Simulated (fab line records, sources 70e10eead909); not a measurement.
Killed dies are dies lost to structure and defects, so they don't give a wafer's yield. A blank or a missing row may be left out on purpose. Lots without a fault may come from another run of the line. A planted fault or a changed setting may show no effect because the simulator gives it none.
Which tool did it? | flow nand_harc | 6 lots, 17 wafers sampled, at 5 steps of a route of 1159

WHAT THE GAUGES READ, wafer by wafer
NHARC_END_SORT_01.
lot  | measured     | on        | killed_at_array
L807 | day 19 18:47 | prober-01 | 19 10 20
L824 | day 23 10:17 | prober-01 | 30 22

WHICH TOOL RAN EACH LOT (tool, then ch and the chambers of the sampled wafers, then the start)
lot  | NHARC_A_SGD_CUT_CMP_21        | NHARC_A_WL_FILL_ALD_02              | NHARC_A_WL_FILL_ETCHBACK_04       | NHARC_A_WL_FILL_ETCHBACK_17
L807 | cmp-02 ch 0,2, day 14 09:52   | ald_metal-03 ch 1,2,3, day 15 05:31 | rie_metal-02 ch 0,1, day 15 10:58 | rie_metal-01 ch 0,1, day 15 21:41
L812 | cmp-01 ch 0,1,2, day 15 03:01 | ald_metal-03 ch 0,3, day 15 18:35   | rie_metal-02 ch 0, day 15 22:20   | rie_metal-03 ch 0,1, day 16 08:44
L816 | cmp-02 ch 0,1,3, day 16 04:10 | ald_metal-03 ch 0,1,3, day 16 23:28 | rie_metal-01 ch 0,1, day 17 09:17 | rie_metal-03 ch 0,1, day 17 20:02
L818 | cmp-02 ch 1,2,3, day 17 05:49 | ald_metal-01 ch 1,2, day 18 02:57   | rie_metal-01 ch 1, day 18 09:19   | rie_metal-03 ch 1, day 18 20:08
L824 | cmp-02 ch 0,1, day 18 04:23   | ald_metal-03 ch 0,1, day 18 19:59   | rie_metal-01 ch 0,1, day 19 01:48 | rie_metal-03 ch 0,1, day 19 12:05
L829 | cmp-04 ch 0,1,2, day 18 22:18 | ald_metal-03 ch 0,1,2, day 19 14:13 | rie_metal-02 ch 0,1, day 19 20:37 | rie_metal-02 ch 0,1, day 20 04:21
- NHARC_A_SGD_CUT_CMP_21: polishes, target thk 148.19 nm.
- NHARC_A_WL_FILL_ALD_02: deposits TiN, target thk 2 nm, pulse time 3 s, ald cycles 100.
- NHARC_A_WL_FILL_ETCHBACK_04: etches the open film in NF3, target depth 60 nm, time 120 s.
- NHARC_A_WL_FILL_ETCHBACK_17: etches the open film in Cl2/BCl3, target depth 4 nm, time 26.7 s.

THE ANSWER, worked out from the rows above alone
Rule: what is usual is taken from the lots themselves. Put in order of their means at a reading, lots are off if they are a third of the lots or fewer, leave a main group of 4 or more, and stand apart from it by a gap of 3 or more times the standard deviation of the main group's means; of several such gaps the widest counts. A main group whose means are all the same, to the digits that the tables above print for the reading, isn't used. A lot without any number at a reading at which 4 lots or more have one is off too. The other lots that the step has rows for count as sound.
No lot is off at any reading shown: from this, nothing can be told.

WHAT THE SIMULATOR HAD PUT IN
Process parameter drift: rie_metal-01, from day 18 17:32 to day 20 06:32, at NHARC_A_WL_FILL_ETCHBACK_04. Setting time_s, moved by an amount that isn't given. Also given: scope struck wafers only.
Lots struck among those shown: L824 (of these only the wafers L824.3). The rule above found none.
